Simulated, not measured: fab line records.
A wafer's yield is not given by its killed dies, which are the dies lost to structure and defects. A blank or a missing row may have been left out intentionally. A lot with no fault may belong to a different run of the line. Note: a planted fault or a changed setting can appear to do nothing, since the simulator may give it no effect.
fab line records | flow n5Finfet | part 1 of 2: steps 1 to 4 of 6
record lots=24 wafers=72 lastDay=18
route steps=1938 shown BEOL_M8@1333 BEOL_M9@1403
lots with no fault: from the same line, run without faults
startH: hours from the record's opening day to when the first of the lot's shown wafers began | waitH: hours from the lot's prior step to this one | " same as the row above | L1.1+2: a single row standing in for several wafers | - no value present, or no start provided | * or withheld: withheld | < > ~ a bound
route shown NAME@n: names a module that has steps shown in the file, with the first one's number in the route | usual: the fault-free wafers' mean and standard deviation | same: alike in all rows | chamber/n: place in a boat | sites: the reading at each site | _std_site: their standard deviation | _edge_site: outer sites' mean less inner sites' | radiusMm: for every site, how far away it sits from the centre of the wafer | mask NAME#n: copy n | behind: the tool/chamber that last shaped the wafer | hold: why the lot went on hold/how many hours it stayed there/how the hold came to an end | device: transistor that didn't switch, given as n, p or np | end of line: tests of these same wafers at the route's end | where a step has no rows: the recipe by itself | killed: count of dies lost to structure and defects at first sort (not the wafer's yield) | map: a wafer's dies, x killed, . not, _ none there
set.NAME: the setting the step ran with; set.NAME@STEP: the setting that earlier step ran with | model.NAME: the simulator's own value behind a step, which no gauge read
route steps across a sampled set of lots; one table per step, one row per wafer
services: the hour from which a tool's chamber was out of use, counted from the record's first day as startH (under 0 if before that day), plus the number of hours and why
## steps
# step N5_BEOL_M8_CURE_74
# recipe tempC=385 timeS=240 ambient=He/Ar material=SiCOH_lowk
# usual lampPowerPct=52.31/0.049 wafer_temp_C_max=387.0/0.77
# columns lot.wafer tool chamber startH waitH lampPowerPct wafer_temp_C_max
L074.2 uvCure-03 0 189.54 0.1 52.31 387.1
L074.4 " 0 " " 52.28 388.9
L074.6 " 0 " " 52.33 387.3
L075.1 uvCure-02 0 218.23 0.1 52.28 385.6
L075.4 " 0 " " 52.25 386.0
L075.6 " 0 " " 52.26 385.8
L076.3 uvCure-03 2 223.92 0.2 52.34 386.9
L076.5 " 2 " " 52.39 386.6
L076.6 " 2 " " 52.31 386.2
L077.2 uvCure-02 0 224.90 0.1 52.36 385.9
L077.4 " 0 " " 52.22 386.5
L077.5 " 0 " " 52.31 386.4
L078.1 uvCure-03 0 234.71 0.2 52.27 387.3
L078.3 " 0 " " 52.32 388.5
L078.4 " 0 " " 52.19 388.3
L079.1 uvCure-01 0 246.85 0.0 52.28 387.4
L079.3 " 0 " " 52.34 388.2
L079.4 " 0 " " 52.35 387.3
L080.2 uvCure-02 0 247.41 0.1 52.28 386.5
L080.3 " 0 " " 52.27 386.6
L080.6 " 0 " " 52.30 386.4
L082.4 uvCure-01 0 252.90 0.5 52.33 388.2
L082.5 " 0 " " 52.38 386.7
L082.6 " 0 " " 52.27 387.8
L081.3 uvCure-03 0 255.65 0.2 52.28 388.3
L081.5 " 0 " " 52.30 387.5
L081.6 " 0 " " 52.41 387.6
L085.2 uvCure-03 1 256.43 0.1 52.33 387.2
L085.3 " 1 " " 52.33 387.2
L085.5 " 1 " " 52.39 387.3
L083.4 uvCure-03 1 270.16 0.3 52.29 387.9
L083.5 " 1 " " 52.25 387.1
L083.6 " 1 " " 52.30 386.9
L084.3 uvCure-03 2 275.92 0.2 52.27 386.8
L084.4 " 2 " " 52.30 386.5
L084.5 " 2 " " 52.35 387.0
L088.2 uvCure-03 1 277.56 0.2 52.32 387.2
L088.4 " 1 " " 52.35 386.7
L088.5 " 1 " " 52.34 387.8
L086.1 uvCure-02 0 277.57 0.1 52.34 385.6
L086.3 " 0 " " 52.32 385.9
L086.5 " 0 " " 52.34 385.9
L087.1 uvCure-03 2 278.40 0.0 52.36 386.4
L087.3 " 2 " " 52.33 386.1
L087.6 " 2 " " 52.37 386.4
L089.4 uvCure-03 1 296.43 0.3 52.32 386.9
L089.5 " 1 " " 52.33 386.9
L089.6 " 1 " " 52.26 387.4
L090.1 uvCure-02 2 306.13 0.0 52.38 386.1
L090.3 " 2 " " 52.32 385.8
L090.5 " 2 " " 52.33 386.1
L091.3 uvCure-03 2 314.00 0.2 52.31 387.4
L091.5 " 2 " " 52.35 386.7
L091.6 " 2 " " 52.24 386.4
L093.2 uvCure-02 0 314.18 0.1 52.30 386.2
L093.3 " 0 " " 52.28 386.1
L093.5 " 0 " " 52.28 386.5
L094.1 uvCure-01 1 320.82 0.0 52.35 388.1
L094.5 " 1 " " 52.25 387.9
L094.6 " 1 " " 52.34 389.4
L092.2 uvCure-03 1 321.32 0.3 52.26 386.5
L092.3 " 1 " " 52.24 386.6
L092.6 " 1 " " 52.30 386.8
L095.1 uvCure-01 2 354.72 0.0 52.32 387.7
L095.4 " 2 " " 52.27 387.0
L095.5 " 2 " " 52.29 387.7
L097.2 uvCure-03 1 355.17 0.2 52.42 386.8
L097.3 " 1 " " 52.22 387.1
L097.5 " 1 " " 52.32 387.7
L096.1 uvCure-01 0 357.39 0.0 52.35 387.6
L096.2 " 0 " " 52.30 388.4
L096.5 " 0 " " 52.26 387.8
# step N5_BEOL_M8_ETCH_72
# recipe chemistry=N2/H2 target=underlayer targetDepthA=65 maskMaterial=CAR-EUV timeS=5.2 ionEnergyEv=200 pressureMtorr=30 sourceW=840 biasW=150 n2FlowSccm=200 h2FlowSccm=200 ends=cleared
# usual drypumpMotorCurrentA=5.7/0.57 etchRfOnTimeS=5.17/0.087 oesProductAu=0.69/0.083 rfVppV=523.6/2.9 showerheadPlenumPTorr=2.54/0.096 throttleValvePct=17.83/0.29
# columns lot.wafer tool chamber startH waitH drypumpMotorCurrentA etchRfOnTimeS oesProductAu rfHoursCounterH rfVppV showerheadPlenumPTorr throttleValvePct
L074.2 rieDiel-05 2 193.76 0.0 5.5 5.30 0.56 249 526.1 2.62 17.89
L074.4 " 3 " " 6.1 5.17 0.60 205 524.5 2.62 18.19
L074.6 " 0 " " 6.1 5.14 0.75 - 520.8 2.48 17.56
L075.1 rieDiel-06 1 222.37 0.0 4.9 5.20 0.63 170 520.9 2.44 18.13
L075.4 " 2 " " 6.6 5.16 0.85 - 529.8 2.72 17.56
L075.6 " 1 " " 4.9 5.21 0.63 - 521.2 2.44 18.13
L076.3 rieDiel-06 3 231.31 0.0 5.4 5.29 0.57 241 519.5 2.42 18.39
L076.5 " 1 " " 4.9 5.14 0.64 - 520.4 2.43 18.15
L076.6 " 2 " " 6.6 5.08 0.84 - 530.2 2.72 17.58
L077.2 rieDiel-05 0 231.83 0.0 6.1 5.16 0.73 60 522.7 2.48 17.57
L077.4 " 3 " " 6.1 5.14 0.61 - 527.0 2.61 18.21
L077.5 " 0 " " 6.1 5.15 0.73 - 519.6 2.48 17.57
L078.1 rieDiel-06 2 240.92 0.0 6.6 5.15 0.83 13 528.3 2.72 17.56
L078.3 " 3 " " 5.5 5.32 0.56 246 520.4 2.42 18.37
L078.4 " 1 " " 4.9 5.21 0.63 - 521.2 2.43 18.12
L079.1 rieDiel-01 2 251.63 0.0 6.4 5.02 0.69 94 524.5 2.56 17.33
L079.3 " 3 " " 5.2 5.29 0.79 17 520.2 2.51 17.75
L079.4 " 1 " " 5.1 5.22 0.61 188 522.7 2.53 17.86
L080.2 rieDiel-06 0 251.69 0.0 5.6 4.96 0.64 184 525.6 2.53 17.82
L080.3 " 0 " " 5.6 5.07 0.65 - 523.3 2.53 17.79
L080.6 " 0 " " 5.6 5.06 0.65 - 523.5 2.53 17.82
L082.4 rieDiel-05 1 259.61 0.0 5.8 5.20 0.82 - 523.7 2.49 17.52
L082.5 " 3 " " 6.0 5.10 0.60 - 524.9 2.61 18.24
L082.6 " 2 " " 5.5 5.06 0.80 - 526.3 2.61 17.58
L085.2 rieDiel-06 0 264.08 0.0 5.6 5.17 0.63 189 525.0 2.52 17.82
L085.3 " 1 " " 4.9 5.20 0.62 189 519.3 2.43 18.14
L085.5 " 2 " " 6.6 5.14 0.81 - 529.3 2.71 17.59
L081.3 rieDiel-05 2 264.39 0.0 5.5 5.14 0.79 17 528.4 2.61 17.56
L081.5 " 1 " " 5.7 5.28 0.82 - 522.6 2.49 17.54
L081.6 " 0 " " 6.1 5.16 0.72 - 519.6 2.47 17.59
L083.4 rieDiel-05 3 274.56 0.0 6.1 5.16 0.60 237 523.3 2.61 18.29
L083.5 " 0 " " 6.1 5.26 0.71 - 520.9 2.47 17.57
L083.6 " 1 " " 5.8 5.22 0.82 - 522.2 2.49 17.54
L084.3 rieDiel-01 3 278.60 0.0 5.2 5.24 0.77 27 522.2 2.51 17.77
L084.4 " 1 " " 5.1 5.20 0.61 196 523.4 2.53 17.88
L084.5 " 2 " " 6.4 4.96 0.69 - 523.8 2.55 17.35
L087.1 rieDiel-05 3 282.49 0.0 6.1 5.15 0.59 239 524.7 2.61 18.25
L087.3 " 1 " " 5.8 5.19 0.79 14 522.3 2.49 17.56
L087.6 " 3 " " 6.1 5.11 0.60 - 523.2 2.61 18.27
L088.2 rieDiel-01 2 282.74 0.0 6.5 4.94 0.69 105 524.0 2.55 17.33
L088.4 " 1 " " 5.1 5.17 0.62 198 525.8 2.53 17.89
L088.5 " 0 " " 4.9 5.23 0.64 - 520.9 2.44 17.97
L086.1 rieDiel-05 3 282.88 0.0 6.1 5.13 0.58 240 527.2 2.61 18.26
L086.3 " 2 " " 5.5 5.06 0.77 24 525.4 2.61 17.58
L086.5 " 3 " " 6.1 5.10 0.60 - 526.2 2.61 18.24
L089.4 rieDiel-01 1 299.43 0.0 5.1 5.20 0.61 202 522.3 2.52 17.92
L089.5 " 1 " " 5.1 5.23 0.61 - 522.6 2.52 17.92
L089.6 " 0 " " 4.9 5.21 0.65 - 521.5 2.44 17.98
L090.1 rieDiel-06 2 312.39 0.0 6.6 5.18 0.77 39 527.5 2.71 17.64
L090.3 " 1 " " 4.9 5.17 0.60 208 519.7 2.42 18.21
L090.5 " 1 " " 4.9 5.16 0.61 - 520.7 2.42 18.19
L093.2 rieDiel-01 1 318.73 0.0 5.1 5.23 0.60 210 525.4 2.52 17.90
L093.3 " 0 " " 4.9 5.18 0.65 159 519.8 2.44 18.04
L093.5 " 2 " " 6.4 4.98 0.68 - 524.9 2.55 17.36
L091.3 rieDiel-06 3 318.77 0.0 5.4 5.27 0.76 17 528.3 2.74 18.09
L091.5 " 3 " " 5.4 5.30 0.75 - 530.2 2.74 18.11
L091.6 " 0 " " 5.6 5.10 0.63 - 524.4 2.51 17.85
L092.2 rieDiel-05 2 328.15 0.0 5.5 5.07 0.75 41 523.9 2.60 17.62
L092.3 " 1 " " 5.7 5.23 0.77 31 519.3 2.48 17.57
L092.6 " 1 " " 5.8 5.21 0.78 - 521.4 2.48 17.59
L094.1 rieDiel-05 2 328.55 0.0 5.5 5.09 0.75 42 523.9 2.60 17.61
L094.5 " 0 " " 6.1 5.33 0.69 - 520.6 2.46 17.62
L094.6 " 1 " " 5.8 5.23 0.78 - 520.7 2.48 17.57
L095.1 rieDiel-06 1 359.10 0.0 4.9 5.28 0.60 219 523.0 2.42 18.23
L095.4 " 3 " " 5.5 5.26 0.73 31 529.6 2.73 18.15
L095.5 " 2 " " 6.6 5.19 0.76 - 528.5 2.70 17.66
L097.2 rieDiel-06 1 360.56 0.0 4.9 5.12 0.61 220 520.6 2.41 18.20
L097.3 " 0 " " 5.6 5.07 0.62 222 522.8 2.51 17.90
L097.5 " 2 " " 6.6 5.12 0.77 - 525.9 2.70 17.65
L096.1 rieDiel-06 1 361.23 0.0 4.9 5.21 0.60 220 519.2 2.41 18.21
L096.2 " 0 " " 5.6 5.14 0.62 222 523.8 2.51 17.86
L096.5 " 0 " " 5.6 5.10 0.62 - 521.9 2.51 17.89
# step N5_BEOL_M8_STRIP_80
# recipe chemistry=N2/H2 timeS=10 powerW=450 tempC=40 pressureMtorr=20 rfFrequencyHz=6e+07 biasPowerW=7 n2FlowSccm=200 h2FlowSccm=200
# usual drypumpMotorCurrentA=5.7/0.57 oesProductAu=0.81/0.098 rfVppV=59.0/0.84 showerheadPlenumPTorr=2.53/0.097 throttleValvePct=23.6/0.31
# columns lot.wafer tool chamber startH waitH drypumpMotorCurrentA oesProductAu rfHoursCounterH rfVppV showerheadPlenumPTorr throttleValvePct
L074.2 rieDiel-05 2 - - 5.5 0.66 249 59.3 2.61 23.7
L074.4 " 3 " " 6.1 0.70 206 60.4 2.62 23.9
L074.6 " 0 " " 6.1 0.89 - 58.8 2.48 23.4
L075.1 rieDiel-06 1 - - 4.9 0.75 171 59.0 2.43 23.8
L075.4 " 2 " " 6.6 1.00 - 59.2 2.72 23.5
L075.6 " 1 " " 4.9 0.75 - 58.5 2.43 23.8
L076.3 rieDiel-06 3 - - 5.5 0.67 241 59.0 2.42 24.3
L076.5 " 1 " " 4.8 0.74 - 60.1 2.43 23.8
L076.6 " 2 " " 6.6 0.98 - 59.9 2.72 23.5
L077.2 rieDiel-05 0 - - 6.1 0.87 60 58.4 2.47 23.4
L077.4 " 3 " " 6.1 0.70 - 59.4 2.61 23.9
L077.5 " 0 " " 6.1 0.86 - 57.7 2.47 23.4
L078.1 rieDiel-06 2 - - 6.6 0.97 13 60.3 2.71 23.5
L078.3 " 3 " " 5.5 0.67 246 57.6 2.42 24.3
L078.4 " 1 " " 4.9 0.74 - 58.3 2.43 23.8
L079.1 rieDiel-01 2 - - 6.4 0.80 94 58.9 2.55 22.9
L079.3 " 3 " " 5.2 0.93 17 58.5 2.51 23.6
L079.4 " 1 " " 5.1 0.72 188 59.6 2.53 23.7
L080.2 rieDiel-06 0 - - 5.6 0.76 184 58.8 2.52 23.5
L080.3 " 0 " " 5.6 0.75 - 59.6 2.52 23.5
L080.6 " 0 " " 5.6 0.76 - 58.5 2.52 23.5
L082.4 rieDiel-05 1 - - 5.7 0.97 - 59.7 2.49 23.3
L082.5 " 3 " " 6.1 0.69 - 59.1 2.61 23.9
L082.6 " 2 " " 5.5 0.91 - 59.7 2.60 23.6
L085.2 rieDiel-06 0 - - 5.6 0.75 189 56.9 2.52 23.5
L085.3 " 1 " " 4.9 0.73 190 60.0 2.42 23.9
L085.5 " 2 " " 6.6 0.96 - 58.4 2.71 23.5
L081.3 rieDiel-05 2 - - 5.5 0.93 17 58.6 2.60 23.6
L081.5 " 1 " " 5.8 0.97 - 58.3 2.49 23.3
L081.6 " 0 " " 6.1 0.84 - 58.6 2.47 23.4
L083.4 rieDiel-05 3 - - 6.1 0.69 237 58.7 2.60 23.9
L083.5 " 0 " " 6.1 0.85 - 59.4 2.47 23.4
L083.6 " 1 " " 5.7 0.95 - 60.1 2.48 23.3
L084.3 rieDiel-01 3 - - 5.2 0.91 27 59.0 2.50 23.6
L084.4 " 1 " " 5.0 0.72 196 60.5 2.52 23.7
L084.5 " 2 " " 6.4 0.80 - 59.0 2.55 22.9
L087.1 rieDiel-05 3 - - 6.1 0.68 240 60.2 2.60 23.9
L087.3 " 1 " " 5.8 0.95 14 56.6 2.48 23.3
L087.6 " 3 " " 6.1 0.69 - 59.1 2.60 23.9
L088.2 rieDiel-01 2 - - 6.4 0.79 105 59.6 2.55 22.9
L088.4 " 1 " " 5.1 0.71 198 61.0 2.52 23.7
L088.5 " 0 " " 4.9 0.78 - 59.7 2.44 23.7
L086.1 rieDiel-05 3 - - 6.1 0.69 240 59.8 2.60 23.9
L086.3 " 2 " " 5.5 0.91 24 59.2 2.60 23.6
L086.5 " 3 " " 6.1 0.69 - 59.4 2.60 23.9
L089.4 rieDiel-01 1 - - 5.0 0.71 202 58.7 2.52 23.7
L089.5 " 1 " " 5.0 0.71 - 60.8 2.52 23.7
L089.6 " 0 " " 4.9 0.78 - 58.9 2.44 23.8
L090.1 rieDiel-06 2 - - 6.6 0.92 39 60.1 2.70 23.5
L090.3 " 1 " " 4.9 0.71 208 57.8 2.42 23.9
L090.5 " 1 " " 4.9 0.72 - 60.1 2.42 23.9
L093.2 rieDiel-01 1 - - 5.1 0.70 210 57.6 2.52 23.7
L093.3 " 0 " " 4.9 0.76 159 57.9 2.43 23.8
L093.5 " 2 " " 6.5 0.79 - 58.9 2.54 23.0
L091.3 rieDiel-06 3 - - 5.5 0.88 17 58.9 2.73 24.3
L091.5 " 3 " " 5.4 0.89 - 59.8 2.73 24.3
L091.6 " 0 " " 5.6 0.73 - 58.9 2.51 23.5
L092.2 rieDiel-05 2 - - 5.5 0.87 42 59.1 2.59 23.6
L092.3 " 1 " " 5.7 0.90 32 58.6 2.47 23.3
L092.6 " 1 " " 5.8 0.91 - 59.4 2.48 23.3
L094.1 rieDiel-05 2 - - 5.5 0.87 42 60.8 2.59 23.6
L094.5 " 0 " " 6.1 0.82 - 58.4 2.46 23.4
L094.6 " 1 " " 5.8 0.91 - 58.1 2.47 23.3
L095.1 rieDiel-06 1 - - 4.9 0.71 219 58.7 2.41 23.9
L095.4 " 3 " " 5.5 0.86 31 59.2 2.73 24.3
L095.5 " 2 " " 6.6 0.90 - 60.8 2.70 23.5
L097.2 rieDiel-06 1 - - 4.9 0.70 220 58.3 2.41 23.9
L097.3 " 0 " " 5.6 0.72 222 57.4 2.51 23.5
L097.5 " 2 " " 6.6 0.89 - 59.4 2.70 23.6
L096.1 rieDiel-06 1 - - 4.9 0.71 220 58.9 2.41 23.9
L096.2 " 0 " " 5.6 0.72 222 57.6 2.51 23.5
L096.5 " 0 " " 5.6 0.72 - 58.9 2.51 23.5
# step N5_BEOL_M9_THK_MEAS_01
# recipe reads=SiCOH_lowk_of_BEOL_M9_ILD_DEP_00
# usual M9_ILD_THK=269/3.8
# columns lot.wafer tool chamber startH waitH M9_ILD_THK[nm]
L074.2 filmMetro-01 - 197.46 0.4 267
L074.4 " - " " 276
L074.6 " - " " 269
L075.1 filmMetro-01 - 225.63 0.4 264
L075.4 " - " " 273
L075.6 " - " " 271
L076.3 filmMetro-01 - 234.91 0.4 264
L076.5 " - " " 267
L076.6 " - " " 266
L077.2 filmMetro-01 - 235.69 0.4 268
L077.4 " - " " 272
L077.5 " - " " 270
L078.1 filmMetro-01 - 244.20 0.4 265
L078.3 " - " " 268
L078.4 " - " " 272
L079.1 filmMetro-02 - 256.09 0.4 268
L079.3 " - " " 268
L079.4 " - " " 272
L080.2 filmMetro-01 - 256.32 0.4 269
L080.3 " - " " 266
L080.6 " - " " 273
L082.4 filmMetro-01 - 263.17 0.2 270
L082.5 " - " " 275
L082.6 " - " " 274
L085.2 filmMetro-01 - 268.51 0.4 270
L085.3 " - " " 273
L085.5 " - " " 275
L081.3 filmMetro-01 - 268.95 0.3 266
L081.5 " - " " 269
L081.6 " - " " 270
L083.4 filmMetro-01 - 278.67 0.2 264
L083.5 " - " " 267
L083.6 " - " " 268
L084.3 filmMetro-01 - 282.76 0.3 267
L084.4 " - " " 270
L084.5 " - " " 270
L087.1 filmMetro-01 - 287.98 0.4 267
L087.3 " - " " 270
L087.6 " - " " 272
L088.2 filmMetro-02 - 288.46 0.4 264
L088.4 " - " " 269
L088.5 " - " " 271
L086.1 filmMetro-02 - 288.64 0.4 259
L086.3 " - " " 262
L086.5 " - " " 269
L089.4 filmMetro-02 - 303.41 0.2 277
L089.5 " - " " 274
L089.6 " - " " 272
L090.1 filmMetro-02 - 317.65 0.4 267
L090.3 " - " " 272
L090.5 " - " " 272
L093.2 filmMetro-01 - 322.24 0.4 265
L093.3 " - " " 270
L093.5 " - " " 273
L091.3 filmMetro-01 - 322.89 0.5 268
L091.5 " - " " 272
L091.6 " - " " 272
L092.2 filmMetro-01 - 333.86 0.7 259
L092.3 " - " " 264
L092.6 " - " " 264
L094.1 filmMetro-01 - 337.68 0.8 265
L094.5 " - " " 268
L094.6 " - " " 268
L095.1 filmMetro-01 - 363.52 0.4 271
L095.4 " - " " 276
L095.5 " - " " 275
L097.2 filmMetro-02 - 365.52 0.4 270
L097.3 " - " " 271
L097.5 " - " " 274
L096.1 filmMetro-02 - 366.45 0.8 269
L096.2 " - " " 272
L096.5 " - " " 274
